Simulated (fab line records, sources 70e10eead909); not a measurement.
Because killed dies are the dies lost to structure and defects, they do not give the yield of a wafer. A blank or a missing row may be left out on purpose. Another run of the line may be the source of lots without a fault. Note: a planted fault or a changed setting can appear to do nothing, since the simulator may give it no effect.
Which tool did it? | flow nand_harc | 21 wafers from 7 lots sampled at 2 of the route's 1159 steps

WHAT EACH GAUGE READ, for each wafer
NHARC_A_M1_INSPECT_27.
lot  | measured     | on                | raw_defect_count
L863 | day 18 00:37 | defect_inspect-02 | 366 504 552
L864 | day 18 06:15 | defect_inspect-02 | 389 340 342
L866 | day 19 07:01 | defect_inspect-02 | 479 389 423
L872 | day 20 07:01 | defect_inspect-02 | 316 355 334
L870 | day 20 11:59 | defect_inspect-02 | 363 532 354
L873 | day 21 02:15 | defect_inspect-01 | 462 565 426
L883 | day 23 15:06 | defect_inspect-02 | 484 377 675

TOOL THAT RAN EACH LOT (tool first, then ch and the chambers of the sampled wafers, then the start)
lot  | NHARC_A_M1_PVD_20
L863 | pvd_sputter-02, day 18 00:37 or earlier
L864 | pvd_sputter-02, day 18 06:15 or earlier
L866 | pvd_sputter-03, day 19 07:01 or earlier
L872 | pvd_sputter-01, day 20 07:01 or earlier
L870 | pvd_sputter-02, day 20 11:59 or earlier
L873 | pvd_sputter-02, day 21 02:15 or earlier
L883 | pvd_sputter-01, day 23 15:06 or earlier
- NHARC_A_M1_PVD_20: deposits TaN, target thk 5 nm, time 8.06 s.

THE ANSWER, worked out from the rows above alone
Rule: what is usual is taken from the lots themselves. Put in order of their means at a reading, lots are off if they are a third of the lots or fewer, leave a main group of 4 or more, and stand apart from it by a gap of 3 or more times the standard deviation of the main group's means; of several such gaps the widest counts. Not used: any main group whose means are identical at the precision the tables above print for the reading. A lot without any number at a reading at which 4 lots or more have one is off too. Where the step has rows for the other lots, those lots are counted as sound.
None of the lots is off at any reading shown; this tells nothing.

WHAT HAD BEEN PUT IN BY THE SIMULATOR
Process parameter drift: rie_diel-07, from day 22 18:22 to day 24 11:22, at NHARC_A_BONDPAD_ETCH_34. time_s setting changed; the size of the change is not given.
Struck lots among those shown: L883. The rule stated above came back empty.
